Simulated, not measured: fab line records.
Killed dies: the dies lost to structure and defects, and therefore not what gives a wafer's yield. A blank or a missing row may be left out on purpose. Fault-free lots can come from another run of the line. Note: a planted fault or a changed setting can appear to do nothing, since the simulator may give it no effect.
Matching of chambers -- flow n5-finfet -- N5_BEOL_M14_VIA_ETCH_16 on rie-diel-03: 4 sister chambers
The step etches SiO2 in C4F8/O2/Ar, target depth 1231.3 nm. 8 wafers are shown with their chamber, then 10 later ones without.

WAFERS WITH THEIR CHAMBER
wafer,chamber,rf-vpp-V (V),showerhead-plenum-p-Torr (Torr)
L081.4,0,2196,3.46
L083.4,3,2315,3.46
L083.5,0,2195,3.45
L086.2,1,2168,3.59
L086.4,2,2176,3.59
L086.6,3,2315,3.46
L089.3,1,2168,3.58
L089.4,2,2174,3.58

WAFERS WHOSE CHAMBER IS MISSING
wafer,rf-vpp-V (V),showerhead-plenum-p-Torr (Torr)
L089.5,2167,3.58
L090.2,2174,3.58
L090.5,2168,3.58
L090.6,2175,3.58
L093.3,2193,3.44
L093.4,2175,3.58
L093.5,2314,3.45
L094.2,2314,3.45
L094.3,2172,3.58
L094.5,2194,3.44

EACH ONE'S CHAMBER
wafer,from the rows above,in truth
L089.5,1,1
L090.2,2,2
L090.5,1,1
L090.6,2,2
L093.3,0,0
L093.4,2,2
L093.5,3,3
L094.2,3,3
L094.3,can't be placed: 2 or 1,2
L094.5,0,0
9 of 10 placed correctly. Can't be placed from these rows: 1 (the true chamber is among the candidates in 1). Placed wrongly: 0.
How it was worked out, from the rows above alone: a wafer's distance from a chamber is the root of the sum, over the readings, of the square of ((its reading less the chamber's mean) divided by the reading's scatter). If the next closest chamber is less than 2 further off than the closest, the wafer can't be placed; otherwise it belongs to the closest. A chamber's mean is the mean of its shown wafers. How the scatter is found: for the shown wafers, subtract from each reading the mean of its chamber, square and add these, divide the total by (wafers less chambers), then take the root.
